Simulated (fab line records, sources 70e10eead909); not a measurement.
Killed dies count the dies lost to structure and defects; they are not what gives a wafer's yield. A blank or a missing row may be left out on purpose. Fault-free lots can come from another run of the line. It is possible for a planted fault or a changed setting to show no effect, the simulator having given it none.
Which of the tools did it? ; flow nand harc ; 24 lots, 72 wafers sampled, at 6 steps of a route of 1302

WHAT THE GAUGES SHOWED, per wafer
The record lacks any reading of a measuring or inspecting step that a usual standard deviation could be used to judge.

EACH LOT AND THE TOOL THAT RAN IT (in order: tool; ch and the chambers of the sampled wafers; start)
lot;NHARC_A_CONTACT_ETCH_122;NHARC_A_CONTACT_ETCH_123;NHARC_A_CONTACT_STRIP_55;NHARC_A_CONTACT_ETCH_126;NHARC_A_CONTACT_ETCH_129;NHARC_A_CONTACT_ETCH_131
L074;har cap etch-03 ch 0,1, day 20 16:58;har cap etch-03 ch 0,1, day 20 17:08;rie diel-01 ch 1,2, day 21 01:41 or earlier;har cap etch-02 ch 0,1, day 21 01:41;har cap etch-02 ch 0,1, day 21 02:13;har cap etch-02 ch 0,1, day 21 02:35
L076;har cap etch-02 ch 0,1, day 22 00:50;har cap etch-02 ch 0,1, day 22 01:01;rie diel-01 ch 1,3, day 22 09:05 or earlier;har cap etch-03 ch 0,1, day 22 09:05;har cap etch-03 ch 0,1, day 22 09:37;har cap etch-03 ch 0,1, day 22 09:58
L075;har cap etch-03 ch 0,1, day 22 02:22;har cap etch-03 ch 0,1, day 22 02:36;rie diel-06 ch 0,1,2, day 22 10:43 or earlier;har cap etch-02 ch 1, day 22 10:43;har cap etch-02 ch 1, day 22 11:15;har cap etch-02 ch 1, day 22 11:36
L077;har cap etch-02 ch 0,1, day 22 05:17;har cap etch-02 ch 0,1, day 22 05:27;rie diel-06 ch 0,1,3, day 22 13:44 or earlier;har cap etch-01 ch 0,1, day 22 13:44;har cap etch-01 ch 0,1, day 22 14:16;har cap etch-01 ch 0,1, day 22 14:37
L079;har cap etch-03 ch 0, day 23 03:11;har cap etch-03 ch 0, day 23 03:21;rie diel-06 ch 0,3, day 23 11:57 or earlier;har cap etch-01 ch 0,1, day 23 11:57;har cap etch-01 ch 0,1, day 23 12:29;har cap etch-01 ch 0,1, day 23 12:50
L078;har cap etch-02 ch 0,1, day 23 03:20;har cap etch-02 ch 0,1, day 23 03:30;rie diel-01 ch 0,1,2, day 23 12:36 or earlier;har cap etch-03 ch 0,1, day 23 12:36;har cap etch-03 ch 0,1, day 23 13:08;har cap etch-03 ch 0,1, day 23 13:29
L080;har cap etch-03 ch 0,1, day 23 22:25;har cap etch-03 ch 0,1, day 23 22:35;rie diel-06 ch 1,2, day 24 07:45 or earlier;har cap etch-02 ch 0,1, day 24 07:45;har cap etch-02 ch 0,1, day 24 08:17;har cap etch-02 ch 0,1, day 24 08:38
L081;har cap etch-01 ch 0,1, day 24 14:31;har cap etch-01 ch 0,1, day 24 14:41;rie diel-01 ch 0,2,3, day 25 01:44 or earlier;har cap etch-03 ch 1, day 25 01:44;har cap etch-03 ch 1, day 25 02:16;har cap etch-03 ch 1, day 25 02:37
L082;har cap etch-03 ch 0,1, day 24 16:28;har cap etch-03 ch 0,1, day 24 16:42;rie diel-04 ch 2,3, day 25 01:01 or earlier;har cap etch-02 ch 1, day 25 01:01;har cap etch-02 ch 1, day 25 01:32;har cap etch-02 ch 1, day 25 01:54
L083;har cap etch-01 ch 0,1, day 25 00:25;har cap etch-01 ch 0,1, day 25 00:35;rie diel-04 ch 0,1,3, day 25 08:46 or earlier;har cap etch-01 ch 0,1, day 25 08:46;har cap etch-01 ch 0,1, day 25 09:18;har cap etch-01 ch 0,1, day 25 09:39
L086;har cap etch-01 ch 1, day 25 21:22;har cap etch-01 ch 1, day 25 21:32;rie diel-06 ch 1,3, day 26 06:00 or earlier;har cap etch-02 ch 0, day 26 06:00;har cap etch-02 ch 0, day 26 06:31;har cap etch-02 ch 0, day 26 06:53
L084;har cap etch-02 ch 0,1, day 25 21:44;har cap etch-02 ch 0,1, day 25 22:01;rie diel-01 ch 0,1,2, day 26 07:05 or earlier;har cap etch-03 ch 0,1, day 26 07:05;har cap etch-03 ch 0,1, day 26 07:37;har cap etch-03 ch 0,1, day 26 07:58
L085;har cap etch-03 ch 0,1, day 25 22:16;har cap etch-03 ch 0,1, day 25 22:26;rie diel-04 ch 1,2,3, day 26 09:37 or earlier;har cap etch-01 ch 0,1, day 26 09:37;har cap etch-01 ch 0,1, day 26 10:09;har cap etch-01 ch 0,1, day 26 10:31
L089;har cap etch-02 ch 0,1, day 27 04:12;har cap etch-02 ch 0,1, day 27 04:26;rie diel-04 ch 0,2, day 27 12:38 or earlier;har cap etch-02 ch 1, day 27 12:38;har cap etch-02 ch 1, day 27 13:11;har cap etch-02 ch 1, day 27 13:32
L088;har cap etch-03 ch 0,1, day 27 05:08;har cap etch-03 ch 0,1, day 27 05:18;rie diel-04 ch 0,2, day 27 13:36 or earlier;har cap etch-03 ch 0,1, day 27 13:36;har cap etch-03 ch 0,1, day 27 14:08;har cap etch-03 ch 0,1, day 27 14:29
L087;har cap etch-01 ch 0,1, day 27 10:20;har cap etch-01 ch 0,1, day 27 10:41;rie diel-01 ch 0,2,3, day 27 18:46 or earlier;har cap etch-03 ch 0,1, day 27 18:46;har cap etch-03 ch 0,1, day 27 19:18;har cap etch-03 ch 0,1, day 27 19:39
L091;har cap etch-01 ch 0, day 27 19:13;har cap etch-01 ch 0, day 27 19:27;rie diel-01 ch 1,2,3, day 28 04:15 or earlier;har cap etch-01 ch 0,1, day 28 04:15;har cap etch-01 ch 0,1, day 28 04:47;har cap etch-01 ch 0,1, day 28 05:08
L090;har cap etch-02 ch 0,1, day 27 19:29;har cap etch-02 ch 0,1, day 27 19:43;rie diel-06 ch 0,1,2, day 28 04:53 or earlier;har cap etch-02 ch 0,1, day 28 04:53;har cap etch-02 ch 0,1, day 28 05:25;har cap etch-02 ch 0,1, day 28 05:46
L093;har cap etch-02 ch 0,1, day 29 02:08;har cap etch-02 ch 0,1, day 29 03:37;rie diel-04 ch 0,1,3, day 29 12:35 or earlier;har cap etch-01 ch 0,1, day 29 12:35;har cap etch-01 ch 0,1, day 29 13:07;har cap etch-01 ch 0,1, day 29 13:28
L092;har cap etch-03 ch 0,1, day 29 05:07;har cap etch-03 ch 0,1, day 29 05:17;rie diel-06 ch 0,1, day 29 13:44 or earlier;har cap etch-02 ch 0,1, day 29 13:44;har cap etch-02 ch 0,1, day 29 14:16;har cap etch-02 ch 0,1, day 29 14:38
L095;har cap etch-03 ch 0, day 29 19:41;har cap etch-03 ch 0, day 29 19:55;rie diel-06 ch 0,1,3, day 30 04:53 or earlier;har cap etch-01 ch 0,1, day 30 04:53;har cap etch-01 ch 0,1, day 30 05:36;har cap etch-01 ch 0,1, day 30 06:04
L094;har cap etch-03 ch 0, day 30 03:06;har cap etch-03 ch 0, day 30 03:24;rie diel-04 ch 1,3, day 30 12:49 or earlier;har cap etch-02 ch 0,1, day 30 12:49;har cap etch-02 ch 0,1, day 30 13:20;har cap etch-02 ch 0,1, day 30 13:41
L096;har cap etch-03 ch 0,1, day 30 14:53;har cap etch-03 ch 0,1, day 30 15:03;rie diel-01 ch 1,2,3, day 31 00:48 or earlier;har cap etch-03 ch 0,1, day 31 00:48;har cap etch-03 ch 0,1, day 31 01:31;har cap etch-03 ch 0,1, day 31 01:59
L097;har cap etch-02 ch 0,1, day 31 01:20;har cap etch-02 ch 0,1, day 31 01:41;rie diel-04 ch 0,1,3, day 31 13:17 or earlier;har cap etch-02 ch 0,1, day 31 13:17;har cap etch-02 ch 0,1, day 31 13:49;har cap etch-02 ch 0,1, day 31 14:10
- NHARC_A_CONTACT_ETCH_122: etches the open film in C4F8/O2/Ar, time 190 s, target depth 1850 nm.
- NHARC_A_CONTACT_ETCH_123: etches the open film in C4F8/O2/Ar, time 490 s, target depth 2110 nm.
- NHARC_A_CONTACT_STRIP_55: strips in O2.
- NHARC_A_CONTACT_ETCH_126: etches the open film in C4F8/O2/Ar, time 197 s, target depth 1918 nm.
- NHARC_A_CONTACT_ETCH_129: etches the open film in C4F8/O2/Ar, time 197 s, target depth 1918 nm.
- NHARC_A_CONTACT_ETCH_131: etches the open film in C4F8/O2/Ar, time 197 s, target depth 1918 nm.

WHAT THE TOOLS THEMSELVES READ (means of the sampled wafers that have a number; where no wafer has one, the mark that the record gives instead)
NHARC_A_CONTACT_STRIP_55. Usual: drypump motor current A 5.8 A, standard deviation 0.53; oes product au 1.000 a.u., standard deviation 0.012; rf vpp V 57.7 V, standard deviation 0.89; showerhead plenum p Torr 3.50 Torr, standard deviation 0.14; throttle valve pct 17.036 %, standard deviation 0.0092.
lot;tool;drypump motor current A (A);oes product au (a.u.);rf vpp V (V);showerhead plenum p Torr (Torr);throttle valve pct (%);flag
L074;rie diel-01;6.1;0.991;57.3;3.52;17.045;
L076;rie diel-01;5.5;1.005;57.9;3.41;17.027;
L075;rie diel-06;5.4;0.997;57.6;3.57;17.037;
L077;rie diel-06;5.9;0.999;57.8;3.68;17.035;
L079;rie diel-06;6.2;1.023;58.3;3.75;17.045;
L078;rie diel-01;6.0;0.990;57.4;3.51;17.034;
L080;rie diel-06;5.4;1.002;58.7;3.54;17.042;
L081;rie diel-01;5.4;0.995;57.7;3.43;17.036;
L082;rie diel-04;5.8;0.986;57.5;3.32;17.034;
L083;rie diel-04;6.1;1.001;58.9;3.48;17.031;
L086;rie diel-06;6.2;1.005;57.5;3.71;17.037;
L084;rie diel-01;6.0;1.011;57.5;3.50;17.030;
L085;rie diel-04;5.8;0.999;57.3;3.35;17.043;
L089;rie diel-04;6.1;1.005;58.4;3.42;17.040;
L088;rie diel-04;6.1;1.002;57.7;3.42;17.036;
L087;rie diel-01;5.4;0.989;57.6;3.42;17.037;
L091;rie diel-01;5.8;1.003;57.7;3.44;17.038;
L090;rie diel-06;5.4;0.997;57.9;3.54;17.036;
L093;rie diel-04;6.1;0.999;56.8;3.48;17.033;
L092;rie diel-06;5.5;0.993;58.3;3.58;17.052;
L095;rie diel-06;5.9;1.012;57.7;3.65;17.040;
L094;rie diel-04;5.8;0.984;57.2;3.36;17.023;
L096;rie diel-01;5.8;1.000;56.8;3.42;17.043;
L097;rie diel-04;6.1;1.004;57.4;3.47;17.039;

THE ANSWER, worked out from the rows above alone
Rule: take the mean of a lot's wafers that have a number; if it is more than 3 standard deviations from the usual mean, the lot is off. A lot without any number at a reading at which 4 lots or more have one is off too. Any other lot the step has rows for is counted as sound. After the gauges, taken in route order, come the tools' own readings; for these a lot's mean is taken, as printed above. At the first step where some lot is off, the reading lying furthest off is the one used; lots without a number count as furthest.
Nothing can be told from this: no lot is off at any reading shown.

WHAT WAS PUT IN BY THE SIMULATOR
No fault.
